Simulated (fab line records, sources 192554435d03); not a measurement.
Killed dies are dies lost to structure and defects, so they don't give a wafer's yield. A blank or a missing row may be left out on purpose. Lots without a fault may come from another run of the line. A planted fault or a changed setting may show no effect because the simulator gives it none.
A struck lot beside a sound one | flow n5_finfet | 16 steps out of a route of 1938
Sound: wafers L523.2, L523.4, L523.5. Struck: wafer L526.5. (L526.2, L526.6 of the same lot were not struck and are left out.) The cause comes at the end.
At each step with rows: each side's tool, then ch and its chambers, then its first start. Under that, the readings that differ: sound wafers | struck wafers | difference of the means | sigmas: that difference in standard deviations of wafers without a fault.
alike: readings whose means differ by less than 2 such deviations, and words and numbers that are the same on both sides. not compared: withheld readings, readings that some wafer has no value for, bounds like >300 that may hide the same value, and numbers for which the record gives no deviation and whose values overlap.
The two part at a step that has a row with sigmas, a row that says differs or no value, or rows on one side only. Numbers that don't overlap but have no deviation are shown without sigmas and don't part them. A reading that every wafer of one side lacks parts them only if that side has two wafers or more.

first, 6 steps without rows for these wafers: N5_BEOL_M3_COAT_22 (resist thk 30 nm); N5_BEOL_M3_EBR_24; N5_BEOL_M3_SOFTBAKE_23 (time 60 s); N5_BEOL_M3_EXPOSE_25 (exposes mask V2, defocus 5 nm); N5_BEOL_M3_PEB_26 (peb time 60 s); N5_BEOL_M3_DEVELOP_27 (develop time 30 s).
N5_BEOL_M3_CD_MEAS_28: target cd 25.7 nm, target cd y 23.3 nm.
  sound on cd_sem-02 ch 0, day 9 07:35; struck on cd_sem-01 ch 0, day 10 15:00
  reading    | sound             | struck | difference | sigmas
  cd_nm (nm) | 25.39 25.46 25.48 | 26.11  | +0.67      | +3
N5_BEOL_M3_OVL_MEAS_29:
  sound on overlay-02 ch 0, day 9 07:37; struck on overlay-01 ch 0, day 10 15:02
  alike: V2_OVL
N5_BEOL_M3_INSPECT_30: inspects for defects (brightfield).
  sound on defect_inspect-02, day 9 07:40; struck on defect_inspect-02, day 10 15:05
  alike: raw_defect_count
N5_BEOL_M3_DESCUM_33: chemistry O2, time 7 s.
  sound on rie_diel-06 ch 0,3, day 9 07:42; struck on rie_diel-02 ch 2, day 10 15:07
  reading                     | sound       | struck | difference | sigmas
  drypump_motor_current_A (A) | 5.6 5.7 5.6 | 6.5    | +0.9       | +2
  alike: oes_product_au, rf_fwd_power_W, rf_vpp_V, showerhead_plenum_p_Torr, temp_c, throttle_valve_pct
  not compared: rf_hours_counter_h
N5_BEOL_M3_ETCH_77: etches underlayer in N2/H2, target depth 6.5 nm, time 5.2 s.
  sound on rie_diel-06 ch 0,3, day 9 07:44; struck on rie_diel-02 ch 2, day 10 15:10
  reading                     | sound       | struck | difference | sigmas
  drypump_motor_current_A (A) | 5.6 5.6 5.6 | 6.5    | +0.9       | +3
  alike: etch_rf_on_time_s, h2_flow_sccm, oes_product_au, rf_fwd_power_W, rf_vpp_V, showerhead_plenum_p_Torr, throttle_valve_pct
  not compared: rf_hours_counter_h
N5_BEOL_M3_ETCH_69: etches SiARC in CF4, target depth 15.6 nm, time 26 s.
  sound on rie_diel-06 ch 0,3, day 9 07:46; struck on rie_diel-02 ch 2, day 10 15:10
  reading                     | sound             | struck | difference | sigmas
  drypump_motor_current_A (A) | 5.6 5.6 5.6       | 6.5    | +0.9       | +3
  rf_fwd_power_W (W)          | 530.8 530.8 529.5 | 534.1  | +3.7       | +2
  alike: cf4_flow_sccm, etch_rf_on_time_s, mfc_ar_sccm, oes_product_au, rf_vpp_V, showerhead_plenum_p_Torr, throttle_valve_pct
  not compared: rf_hours_counter_h
N5_BEOL_M3_ALD_98: deposits SiO2, target thk 2.5 nm, pulse time 1 s, co reactant pulse time 1 s.
  sound on ald_sin-02 ch 2,3, day 9 07:50; struck on ald_sin-02 ch 0, day 10 15:16
  reading                                  | sound       | struck | difference | sigmas
  ald_cycles                               | 17 17 17    | 9      | -8         |
  model.SiO2_of_BEOL_M3_ALD_98.thk_nm (nm) | 2.4 2.6 2.6 | 1.4    | -1.1       |
  alike: heater_power_w, precursor_pulse_height_rel
  not compared: since_wet_clean_h
N5_BEOL_M3_ETCHBACK_99: etches SiO2 in CHF3, target depth 5 nm, time 10.4 s.
  sound on rie_diel-06 ch 0,3, day 9 12:50; struck on rie_diel-04 ch 3, day 10 18:09
  reading               | sound          | struck | difference | sigmas
  oes_f_703_au (a.u.)   | 0.72 0.76 0.75 | 0.91   | +0.17      | +2
  oes_product_au (a.u.) | 0.70 0.74 0.74 | 0.88   | +0.15      | +2
  rf_vpp_V (V)          | 239 245 245    | 235    | -8         | -2
  alike: drypump_motor_current_A, mfc_ar_sccm, rf_fwd_power_W, showerhead_plenum_p_Torr, throttle_valve_pct
  not compared: rf_hours_counter_h
N5_BEOL_M4_RC_MEAS_101:
  sound on prober-02 ch 0, day 10 00:56; struck on prober-01 ch 0, day 11 07:50
  reading        | sound          | struck | difference | sigmas
  DIBL_P (mV/V)  | 40.2 32.6 33.7 | 40.7   | +5.2       | +2
  IOFF_P (nA/um) | 0.26 0.15 0.16 | 0.32   | +0.13      | +3
  ION_N (uA/um)  | 693 672 690    | 708    | +23        | +2
  VT_N (mV)      | 246 255 254    | 242    | -10        | -3
  VT_P (mV)      | -250 -253 -255 | -240   | +13        | +4
  alike: DIBL_N, IOFF_N, ION_P, SS_N, SS_P
-- the record jumps here: 4 days lie between the struck wafers' starts before and after (it left off in module BEOL_M4 and takes up again in module PASSIVATION, whose first step shown is number 1936 of the route) --
N5_PASSIVATION_PROBE_49:
  sound on prober-02, day 14 10:52; struck on prober-02, day 15 15:34
  reading            | sound    | struck | difference | sigmas
  killed_at_contacts | 11 16 26 | 4      | -14        | -2
  alike: defect_limited_yield, killed_at_M0_to_M3, killed_at_M4_up, killed_at_front_end, killed_at_other, killed_dies, killed_open, killed_short, sort_bin_5_function, sort_bin_6_memory, sort_n_pass, sort_yield_pct

WHERE THEY PART
First at N5_BEOL_M3_CD_MEAS_28; last, within this record, at N5_PASSIVATION_PROBE_49.

WHY: what the simulator had put in
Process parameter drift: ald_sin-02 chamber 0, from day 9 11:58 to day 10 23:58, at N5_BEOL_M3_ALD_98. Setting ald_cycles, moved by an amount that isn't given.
